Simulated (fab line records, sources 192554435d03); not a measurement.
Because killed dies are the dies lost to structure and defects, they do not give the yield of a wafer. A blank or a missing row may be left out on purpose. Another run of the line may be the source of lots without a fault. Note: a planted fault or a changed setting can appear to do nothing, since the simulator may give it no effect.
fab line records    flow n5-finfet    part 1 of 2: steps 1 to 21 of 34
record: lots: 5  wafers: 15  last-day: 18
route steps=1938 shown MOL_CONTACT_COAG@537
lots with no fault: from the same line, run without faults
start-h: hours from the record's first day to the start of the lot's first wafer shown    wait-h: hours elapsed since this lot's preceding step    " repeats the value in the row above    L1.1+2: several wafers, shown together as one row    - no value, or no start given    * or withheld: withheld    < > ~ a bound
route shown NAME@n: a module of which the file shows steps, and the number in the route of the first    usual: mean/standard deviation taken from wafers without a fault    same: alike in all rows    chamber/n: place in a boat    sites: each site's reading    _std_site: the standard deviation of these    _edge_site: inner sites' mean taken away from outer sites' mean    radius-mm: for every site, how far away it sits from the centre of the wafer    mask NAME#n: copy n    behind: the last tool/chamber to shape the wafer    hold: what put the lot on hold/how long, in hours/how the hold closed    device: whichever transistor did not switch (one of n, p or np)    end of line: tests run on the same wafers once the route is complete    a step given without rows: its recipe and nothing more    killed: the dies lost at the first sort to structure and to defects; this is not the yield of the wafer    map: a wafer's dies, x killed, . not, _ none there
set.NAME: the run value of the setting; set.NAME@STEP: its run value at that earlier step    model.NAME: the simulator's own value behind a step, which no gauge read
lots seen at some steps along the route; tables by step, rows by wafer
services: a tool's chamber out of use, with start hour (start-h, from the record's first day; less than 0 if before it), hours out, and reason
== steps ==
step: N5_MOL_CONTACT_COAG_ETCH_15
recipe: chemistry: CH3F/O2  target: SiNx  target-depth-a: 70  mask-material: SOC  stop-on: Si:P  over-etch-frac: 0.75  ion-energy-ev: 120  pressure-mtorr: 30  source-w: 395  bias-w: 73  Ar_flow_sccm: 150  CH3F_flow_sccm: 30  O2_flow_sccm: 20
usual: drypump-motor-current-A: 5.6/0.49  mfc-ar-sccm: 150.0/0.46  oes_ar_750_au: 0.77/0.049  oes-product-au: 0.56/0.039  rf-vpp-V: 299/6.6  showerhead-plenum-p-Torr: 2.03/0.059  throttle-valve-pct: 16.46/0.21
lot.wafer  tool         chamber  start-h  wait-h  drypump-motor-current-A  mfc-ar-sccm  oes_ar_750_au  oes-product-au  rf-hours-counter-h  rf-vpp-V  showerhead-plenum-p-Torr  throttle-valve-pct
L078.1     rie-diel-03  2        117.94   0.0     5.3                      149.5        0.80           0.58            93                  307       2.03                      16.63
L078.2     "            3        "        "       6.3                      150.1        0.73           0.51            212                 285       1.92                      16.72
L078.6     "            0        "        "       5.7                      149.8        0.79           0.57            -                   298       2.08                      16.23
L086.2     rie-diel-03  0        169.43   0.0     5.7                      150.3        0.77           0.55            140                 299       2.08                      16.29
L086.4     "            2        "        "       5.3                      149.6        0.77           0.57            115                 307       2.02                      16.68
L086.5     "            3        "        "       6.3                      150.0        0.71           0.50            -                   286       1.92                      16.78
L092.1     rie-diel-05  1        196.88   0.0     5.7                      150.5        0.85           0.62            77                  285       1.94                      16.24
L092.2     "            3        "        "       4.6                      149.9        0.83           0.61            71                  299       2.12                      16.39
L092.5     "            3        "        "       4.6                      150.4        0.83           0.61            -                   299       2.12                      16.40
L093.3     rie-diel-01  0        201.03   0.0     6.3                      149.6        0.78           0.59            107                 302       2.02                      16.18
L093.5     "            2        "        "       4.9                      149.7        0.73           0.54            -                   300       2.07                      16.66
L093.6     "            1        "        "       5.2                      149.6        0.83           0.62            -                   301       2.03                      16.28
L097.1     rie-diel-03  1        229.36   0.0     5.2                      150.2        0.78           0.58            134                 296       2.01                      16.35
L097.3     "            0        "        "       5.7                      149.7        0.75           0.54            163                 299       2.07                      16.34
L097.6     "            2        "        "       5.3                      149.6        0.75           0.55            -                   307       2.02                      16.73
step: N5_MOL_CONTACT_COAG_ETCH_110
recipe: chemistry: CF4/O2  target: Si  target-depth-a: 25  time-s: 8  pressure-mtorr: 100  source-w: 200  bias-w: 12  ion-energy-ev: 60  Ar_flow_sccm: 100  cf4-flow-sccm: 100  O2_flow_sccm: 10
usual: drypump-motor-current-A: 5.6/0.49  mfc-ar-sccm: 99.99/0.29  oes_ar_750_au: 0.77/0.051  oes-product-au: 0.77/0.055  rf-vpp-V: 128/3.4  showerhead-plenum-p-Torr: 2.25/0.064  throttle-valve-pct: 10.85/0.22
lot.wafer  tool         chamber  start-h  wait-h  drypump-motor-current-A  mfc-ar-sccm  oes_ar_750_au  oes-product-au  rf-hours-counter-h  rf-vpp-V  showerhead-plenum-p-Torr  throttle-valve-pct
L078.1     rie-diel-03  2        118.00   0.0     5.3                      100.18       0.79           0.78            93                  133       2.25                      10.92
L078.2     "            3        "        "       6.4                      99.85        0.73           0.71            212                 122       2.14                      11.15
L078.6     "            0        "        "       5.7                      99.57        0.78           0.78            -                   127       2.32                      10.70
L086.2     rie-diel-03  0        169.49   0.0     5.7                      99.54        0.76           0.76            140                 127       2.31                      10.75
L086.4     "            2        "        "       5.3                      99.91        0.77           0.77            115                 131       2.25                      10.98
L086.5     "            3        "        "       6.3                      100.08       0.71           0.70            -                   122       2.13                      11.21
L092.1     rie-diel-05  1        196.94   0.0     5.7                      99.61        0.87           0.85            77                  121       2.15                      10.59
L092.2     "            3        "        "       4.6                      99.48        0.83           0.82            71                  129       2.35                      10.75
L092.5     "            3        "        "       4.6                      99.87        0.82           0.82            -                   129       2.35                      10.75
L093.3     rie-diel-01  0        201.09   0.0     6.4                      99.72        0.78           0.78            107                 130       2.23                      10.59
L093.5     "            2        "        "       4.9                      99.93        0.72           0.73            -                   129       2.30                      11.10
L093.6     "            1        "        "       5.2                      99.99        0.85           0.85            -                   129       2.24                      10.54
L097.1     rie-diel-03  1        229.42   0.0     5.2                      100.08       0.79           0.78            134                 129       2.23                      10.77
L097.3     "            0        "        "       5.7                      99.94        0.75           0.75            163                 126       2.30                      10.83
L097.6     "            2        "        "       5.3                      99.62        0.75           0.75            -                   132       2.24                      11.04
step: N5_MOL_CONTACT_COAG_STRIP_98
recipe: chemistry: N2/H2  power-w: 500  temp-c: 40  pressure-mtorr: 50  rf-frequency-hz: 6e+07  overash-fraction: 0.3  bias-power-w: 8  h2-frac: 0.5  n2-flow-sccm: 300  h2-flow-sccm: 300
usual: drypump-motor-current-A: 5.6/0.49  oes-product-au: 0.77/0.059  rf-vpp-V: 54.4/1.5  showerhead-plenum-p-Torr: 3.40/0.1  throttle-valve-pct: 19.01/0.17
lot.wafer  tool         chamber  start-h  wait-h  drypump-motor-current-A  oes-product-au  rf-hours-counter-h  rf-vpp-V  showerhead-plenum-p-Torr  throttle-valve-pct
L078.1     rie-diel-03  2        118.05   0.0     5.3                      0.79            93                  53.1      3.38                      18.89
L078.2     "            3        "        "       6.3                      0.70            212                 51.8      3.21                      19.22
L078.6     "            0        "        "       5.7                      0.76            -                   57.7      3.53                      19.03
L086.2     rie-diel-03  0        169.54   0.0     5.7                      0.75            140                 52.8      3.51                      19.02
L086.4     "            2        "        "       5.4                      0.76            115                 51.7      3.36                      18.92
L086.5     "            3        "        "       6.3                      0.69            -                   52.0      3.20                      19.25
L092.1     rie-diel-05  1        196.99   0.0     5.7                      0.85            77                  54.8      3.28                      19.49
L092.2     "            3        "        "       4.6                      0.82            71                  54.5      3.53                      18.92
L092.5     "            3        "        "       4.6                      0.83            -                   56.4      3.53                      18.91
L093.3     rie-diel-01  0        201.14   0.0     6.4                      0.79            107                 54.0      3.41                      19.03
L093.5     "            2        "        "       4.9                      0.71            -                   53.7      3.45                      19.00
L093.6     "            1        "        "       5.2                      0.85            -                   56.2      3.41                      18.67
L097.1     rie-diel-03  1        229.47   0.0     5.2                      0.78            134                 55.4      3.39                      19.22
L097.3     "            0        "        "       5.7                      0.73            163                 51.3      3.50                      19.06
L097.6     "            2        "        "       5.4                      0.75            -                   54.7      3.35                      18.93
step: N5_MOL_CONTACT_COAG_CD_MEAS_99
recipe: target-cd-nm: 17.2  polarity: opening
usual: cd-nm: 17.3/0.31
lot.wafer  tool       chamber  start-h  wait-h  cd-nm
L078.1     cd-sem-01  -        118.12   -       17.2
L078.2     "          -        "        "       17.5
L078.6     "          -        "        "       17.1
L086.2     cd-sem-02  -        169.61   -       17.0
L086.4     "          -        "        "       17.6
L086.5     "          -        "        "       17.5
L092.1     cd-sem-03  -        197.06   -       17.1
L092.2     "          -        "        "       17.5
L092.5     "          -        "        "       17.3
L093.3     cd-sem-01  -        201.21   -       17.1
L093.5     "          -        "        "       17.3
L093.6     "          -        "        "       17.0
L097.1     cd-sem-03  -        229.54   -       17.3
L097.3     "          -        "        "       16.7
L097.6     "          -        "        "       17.1
step: N5_MOL_CONTACT_COAG_IMPLANT_129
recipe: species: Ge  energy-kev: 3  dose-cm2: 6e+14  tilt-deg: 0  rotation-deg: 0
usual: faraday-current-uA: 1725/42
lot.wafer  tool          chamber  start-h  wait-h  faraday-current-uA
L078.1     implanter-01  0        118.16   0.0     1764
L078.2     "             0        "        "       1745
L078.6     "             0        "        "       1739
L086.2     implanter-02  0        169.67   0.1     1650
L086.4     "             0        "        "       1747
L086.5     "             0        "        "       1709
L092.1     implanter-02  0        197.10   0.0     1751
L092.2     "             0        "        "       1770
L092.5     "             0        "        "       1682
L093.3     implanter-01  0        201.30   0.1     1786
L093.5     "             0        "        "       1748
L093.6     "             0        "        "       1730
L097.1     implanter-02  0        229.57   0.0     1762
L097.3     "             0        "        "       1669
L097.6     "             0        "        "       1698
step: N5_MOL_CONTACT_COAG_PRECLEAN_111
recipe: chemistry: NF3:NH3  afs-cycles: 1  temp-c: 30  time-s: 20  sublimation-temp-c: 180  sublimation-time-s: 60  pressure-torr: 3  rf-power-w: 30
same: sublimation-time-s: 60
lot.wafer   tool              chamber  start-h  wait-h
L078.1+2+6  remote-plasma-02  0        118.86   0.7
L086.2+4+5  remote-plasma-01  0        170.09   0.4
L092.1+2+5  remote-plasma-02  1        197.37   0.2
L093.3+5+6  remote-plasma-02  1        201.52   0.2
L097.1+3+6  remote-plasma-01  0        231.07   1.5
step: N5_MOL_CONTACT_COAG_TI_SIL_19
recipe: material: Ti  target-thk-a: 42  temp-c: 200  chamber-pressure-pa: 5  power-w: 5000  time-s: 15
usual: throttle-valve-pct: 29.7/0.92
lot.wafer  tool            chamber  start-h  wait-h  throttle-valve-pct
L078.1     pvd-sputter-02  -        119.25   0.4     30.0
L078.2     "               -        "        "       29.1
L078.6     "               -        "        "       29.9
L086.2     pvd-sputter-01  -        170.28   0.2     30.4
L086.4     "               -        "        "       30.8
L086.5     "               -        "        "       30.5
L092.1     pvd-sputter-03  -        197.80   0.4     30.1
L092.2     "               -        "        "       30.1
L092.5     "               -        "        "       29.7
L093.3     pvd-sputter-03  -        201.87   0.3     28.7
L093.5     "               -        "        "       30.3
L093.6     "               -        "        "       30.1
L097.1     pvd-sputter-03  -        231.61   0.5     30.5
L097.3     "               -        "        "       28.9
L097.6     "               -        "        "       30.2
step: N5_MOL_CONTACT_COAG_ALD_20
recipe: material: TiN  target-thk-a: 15  temp-c: 400  ald-precursor-family: TiCl4  ald-co-reactant: NH3  pulse-time-s: 1  purge-time-s: 3  co-reactant-purge-time-s: 2  co-reactant-pulse-time-s: 2  ald-cycles: 68  pressure-torr: 3
usual: heater-power-w: 846/56  precursor-pulse-height-rel: 0.996/0.02
lot.wafer  tool          chamber  start-h  wait-h  heater-power-w  precursor-pulse-height-rel
L078.1     ald-metal-02  2        119.37   0.1     912             0.986
L078.2     "             3        "        "       858             0.998
L078.6     "             3        "        "       842             1.010
L086.2     ald-metal-03  0        170.40   0.1     861             1.015
L086.4     "             2        "        "       827             1.007
L086.5     "             1        "        "       789             1.002
L092.1     ald-metal-02  0        197.92   0.1     922             1.012
L092.2     "             3        "        "       836             0.961
L092.5     "             2        "        "       921             0.986
L093.3     ald-metal-02  0        201.99   0.1     928             1.017
L093.5     "             1        "        "       832             1.024
L093.6     "             2        "        "       929             1.007
L097.1     ald-metal-03  1        231.73   0.1     776             0.994
L097.3     "             2        "        "       832             1.015
L097.6     "             1        "        "       779             1.017
step: N5_MOL_CONTACT_COAG_SIL_ANNEAL_21
recipe: temp-c: 550  time-s: 60  ambient: N2
usual: lamp-power-pct: 5.34/0.055  wafer_temp_C_max: 552.2/0.57
lot.wafer  tool           chamber  start-h  wait-h  lamp-power-pct  wafer_temp_C_max
L078.1     rtp-anneal-01  0        119.80   0.3     5.28            553.2
L078.2     "              0        "        "       5.28            553.3
L078.6     "              0        "        "       5.27            552.6
L086.2     rtp-anneal-01  0        170.81   0.2     5.28            553.3
L086.4     "              0        "        "       5.28            553.4
L086.5     "              0        "        "       5.28            552.7
L092.1     rtp-anneal-01  0        198.43   0.3     5.27            552.4
L092.2     "              0        "        "       5.27            551.6
L092.5     "              0        "        "       5.28            552.4
L093.3     rtp-anneal-01  0        202.42   0.3     5.27            552.3
L093.5     "              0        "        "       5.27            552.6
L093.6     "              0        "        "       5.28            552.4
L097.1     rtp-anneal-01  0        232.11   0.2     5.26            552.4
L097.3     "              0        "        "       5.28            552.5
L097.6     "              0        "        "       5.27            551.6
step: N5_MOL_CONTACT_COAG_PRE_CLEAN_141
recipe: gas: H2/He  time-s: 60  temp-c: 300
usual: heater-power-w: 448/40
lot.wafer  tool            chamber  start-h  wait-h  heater-power-w
L078.1     pvd-sputter-01  -        121.77   1.9     436
L078.2     "               -        "        "       448
L078.6     "               -        "        "       439
L086.2     pvd-sputter-01  -        171.00   0.2     460
L086.4     "               -        "        "       442
L086.5     "               -        "        "       445
L092.1     pvd-sputter-01  -        198.65   0.2     466
L092.2     "               -        "        "       437
L092.5     "               -        "        "       444
L093.3     pvd-sputter-02  -        203.05   0.6     505
L093.5     "               -        "        "       518
L093.6     "               -        "        "       520
L097.1     pvd-sputter-03  -        235.01   2.9     431
L097.3     "               -        "        "       417
L097.6     "               -        "        "       454
step: N5_MOL_CONTACT_COAG_SPUTTER_143
recipe: material: Co  target-thk-a: 25  temp-c: 25  chamber-pressure-pa: 0.2
usual: throttle-valve-pct: 29.9/1
lot.wafer  tool            chamber  start-h  wait-h  throttle-valve-pct
L078.1     pvd-sputter-01  -        121.83   0.0     30.5
L078.2     "               -        "        "       29.4
L078.6     "               -        "        "       30.7
L086.2     pvd-sputter-01  -        171.06   0.0     30.6
L086.4     "               -        "        "       29.4
L086.5     "               -        "        "       30.8
L092.1     pvd-sputter-01  -        198.71   0.0     30.3
L092.2     "               -        "        "       30.9
L092.5     "               -        "        "       32.1
L093.3     pvd-sputter-02  -        203.11   0.0     27.9
L093.5     "               -        "        "       28.0
L093.6     "               -        "        "       28.9
L097.1     pvd-sputter-03  -        235.07   0.0     30.0
L097.3     "               -        "        "       30.2
L097.6     "               -        "        "       28.4
step: N5_MOL_CONTACT_COAG_CO_FILL_22
recipe: material: Co  target-thk-a: 200  temp-c: 200  precursor: CCTBA/H2  pressure-torr: 30
usual: heater-power-w: 247/22
lot.wafer  tool       chamber  start-h  wait-h  heater-power-w
L078.1     cvd-co-01  0        121.95   0.1     243
L078.2     "          2        "        "       248
L078.6     "          2        "        "       249
L086.2     cvd-co-02  1        171.18   0.1     268
L086.4     "          1        "        "       276
L086.5     "          0        "        "       244
L092.1     cvd-co-01  2        198.96   0.2     237
L092.2     "          0        "        "       249
L092.5     "          2        "        "       252
L093.3     cvd-co-01  2        203.23   0.1     245
L093.5     "          0        "        "       244
L093.6     "          1        "        "       271
L097.1     cvd-co-01  0        235.19   0.1     243
L097.3     "          2        "        "       246
L097.6     "          2        "        "       246
step: N5_MOL_CONTACT_COAG_ANNEAL_113
recipe: temp-c: 400  time-s: 300  ambient: H2/N2
usual: anneal-temp-c: 400.05/0.25  lamp-power-pct: 2.296/0.024  wafer_temp_C_max: 401.7/0.44
lot.wafer  tool           chamber  start-h  wait-h  anneal-temp-c  lamp-power-pct  wafer_temp_C_max
L078.1     rtp-anneal-02  0        122.85   0.6     400.09         2.315           401.3
L078.2     "              0        "        "       399.91         2.316           401.7
L078.6     "              0        "        "       400.08         2.316           401.8
L086.2     rtp-anneal-01  0        171.95   0.5     400.11         2.270           401.9
L086.4     "              0        "        "       400.34         2.269           401.8
L086.5     "              0        "        "       400.23         2.271           401.9
L092.1     rtp-anneal-01  0        199.60   0.3     400.36         2.270           402.5
L092.2     "              0        "        "       400.48         2.270           401.5
L092.5     "              0        "        "       400.32         2.271           402.3
L093.3     rtp-anneal-02  0        204.15   0.6     400.03         2.314           401.1
L093.5     "              0        "        "       399.91         2.317           401.2
L093.6     "              0        "        "       400.41         2.317           401.5
L097.1     rtp-anneal-01  0        235.81   0.3     400.24         2.269           402.6
L097.3     "              0        "        "       399.69         2.267           401.6
L097.6     "              0        "        "       399.99         2.266           401.8
step: N5_MOL_CONTACT_COAG_PRE_CLEAN_142
recipe: gas: H2/He  time-s: 60  temp-c: 300
usual: heater-power-w: 444/40
lot.wafer  tool            chamber  start-h  wait-h  heater-power-w
L078.1     pvd-sputter-03  -        124.33   1.3     437
L078.2     "               -        "        "       441
L078.6     "               -        "        "       445
L086.2     pvd-sputter-03  -        173.05   1.0     434
L086.4     "               -        "        "       459
L086.5     "               -        "        "       398
L092.1     pvd-sputter-03  -        201.63   1.9     440
L092.2     "               -        "        "       443
L092.5     "               -        "        "       453
L093.3     pvd-sputter-03  -        206.91   2.6     407
L093.5     "               -        "        "       454
L093.6     "               -        "        "       387
L097.1     pvd-sputter-03  -        239.17   3.2     453
L097.3     "               -        "        "       411
L097.6     "               -        "        "       398
step: N5_MOL_CONTACT_COAG_SPUTTER_130
recipe: material: Co  target-thk-a: 475  temp-c: 25  chamber-pressure-pa: 0.5  power-w: 3000
usual: throttle-valve-pct: 29.7/0.97
lot.wafer  tool            chamber  start-h  wait-h  throttle-valve-pct
L078.1     pvd-sputter-03  -        124.39   0.0     28.6
L078.2     "               -        "        "       29.7
L078.6     "               -        "        "       30.1
L086.2     pvd-sputter-03  -        173.11   0.0     29.8
L086.4     "               -        "        "       29.8
L086.5     "               -        "        "       30.1
L092.1     pvd-sputter-03  -        201.69   0.0     29.7
L092.2     "               -        "        "       28.6
L092.5     "               -        "        "       28.6
L093.3     pvd-sputter-03  -        206.97   0.0     30.3
L093.5     "               -        "        "       28.6
L093.6     "               -        "        "       30.1
L097.1     pvd-sputter-03  -        239.23   0.0     28.8
L097.3     "               -        "        "       30.2
L097.6     "               -        "        "       30.2
step: N5_MOL_CONTACT_COAG_PRECLEAN_125
recipe: chemistry: DIW  time-s: 57.5  temp-c: 23
lot.wafer   tool          chamber  start-h  wait-h
L078.1+2+6  wet-bench-02  2,3,1    124.53   0.1
L086.2+4+5  wet-bench-02  1,6,4    173.24   0.1
L092.1+2+5  wet-bench-06  4,2,7    201.82   0.1
L093.3+5+6  wet-bench-01  2,7,1    207.10   0.1
L097.1+3+6  wet-bench-06  4,7,0    239.36   0.1
step: N5_MOL_CONTACT_COAG_SRD_126
recipe: dry-time-s: 32  dry: n2-spin  spin-rpm: 1500
lot.wafer   tool          chamber  start-h  wait-h
L078.1+2+6  wet-bench-02  2,3,1    124.55   0.0
L086.2+4+5  wet-bench-02  1,6,4    173.26   0.0
L092.1+2+5  wet-bench-06  4,2,7    201.84   0.0
L093.3+5+6  wet-bench-01  2,7,1    207.12   0.0
L097.1+3+6  wet-bench-06  4,7,0    239.38   0.0
step: N5_MOL_CONTACT_COAG_CMP_23
recipe: stop-on: SiO2  t-overpolish-s: 1.5  post-cmp-clean: cu-alkaline  down-force-psi: 2  platen-rpm: 50.289  pad-velocity-m-s: 1.0006  target-thk-nm: 0
usual: motor-current-A: 8.2/0.63  overpolish-run-s: 1.500/0.0091  time-to-endpoint-s: 8.3/2.4
lot.wafer  tool    chamber  start-h  wait-h  motor-current-A  overpolish-run-s  time-to-endpoint-s
L078.2     cmp-01  1        124.66   0.1     8.2              1.491             8.6
L078.1     "       2        "        "       7.0              1.497             7.8
L078.6     "       3        "        "       8.8              1.500             8.1
L086.2     cmp-04  2        173.30   0.0     9.0              1.488             7.0
L086.4     "       3        "        "       7.5              1.502             7.9
L086.5     "       2        "        "       8.4              1.483             7.5
L092.2     cmp-02  0        201.90   0.1     8.4              1.508             10.4
L092.1     "       1        "        "       7.2              1.480             6.7
L092.5     "       3        "        "       8.0              1.493             10.6
L093.3     cmp-02  3        207.16   0.0     7.9              1.514             7.5
L093.6     "       3        "        "       8.0              1.514             9.0
L093.5     "       0        "        "       8.6              1.496             9.7
L097.1     cmp-01  2        239.41   0.0     7.1              1.503             8.2
L097.3     "       0        "        "       8.4              1.504             8.6
L097.6     "       2        "        "       7.1              1.495             11.2
step: N5_MOL_CONTACT_COAG_WET_ETCH_26
recipe: target: Co  target-depth-nm: 13
lot.wafer   tool          chamber  start-h  wait-h
L078.1+2+6  wet-bench-01  5,7,4    124.93   0.0
L086.2+4+5  wet-bench-02  2,4,6    173.65   0.0
L092.1+2+5  wet-bench-01  7,0,6    202.22   0.0
L093.3+5+6  wet-bench-06  3,2,4    207.51   0.0
L097.1+3+6  wet-bench-02  4,7,1    239.77   0.0
step: N5_MOL_CONTACT_COAG_WET_ETCH_116
recipe: chemistry: SC1-inhibited  target-depth-nm: 4.6  dry: ipa-marangoni  rinse-time-s: 30  rinse-temp-c: 23
lot.wafer   tool          chamber  start-h  wait-h
L078.1+2+6  wet-bench-01  5,7,4    125.08   0.0
L086.2+4+5  wet-bench-02  2,4,6    173.81   0.0
L092.1+2+5  wet-bench-01  7,0,6    202.37   0.0
L093.3+5+6  wet-bench-06  3,2,4    207.66   0.0
L097.1+3+6  wet-bench-02  4,7,1    239.92   0.0
step: N5_MOL_CONTACT_COAG_ALD_27
recipe: material: SiOC  target-thk-a: 170  temp-c: 400  ald-precursor-family: carbosiloxane  ald-co-reactant: H2-plasma  pulse-time-s: 1.5  time-s: 2720  purge-time-s: 2  co-reactant-purge-time-s: 2  ald-cycles: 340  pressure-torr: 2
usual: heater-power-w: 837/70  precursor-pulse-height-rel: 1.002/0.018
lot.wafer  tool        chamber  start-h  wait-h  heater-power-w  precursor-pulse-height-rel
L078.1     ald-sin-02  2        125.41   0.0     850             0.968
L078.2     "           0        "        "       950             0.999
L078.6     "           3        "        "       905             1.004
L086.2     ald-sin-02  0        174.16   0.0     970             0.982
L086.4     "           1        "        "       846             1.015
L086.5     "           2        "        "       872             1.027
L092.1     ald-sin-02  1        203.31   0.6     835             0.985
L092.2     "           0        "        "       957             0.974
L092.5     "           3        "        "       915             1.004
L093.3     ald-sin-02  2        207.98   0.0     886             0.986
L093.5     "           2        "        "       882             1.015
L093.6     "           1        "        "       826             0.984
L097.1     ald-sin-02  2        240.24   0.0     870             0.989
L097.3     "           3        "        "       889             0.994
L097.6     "           1        "        "       839             0.984
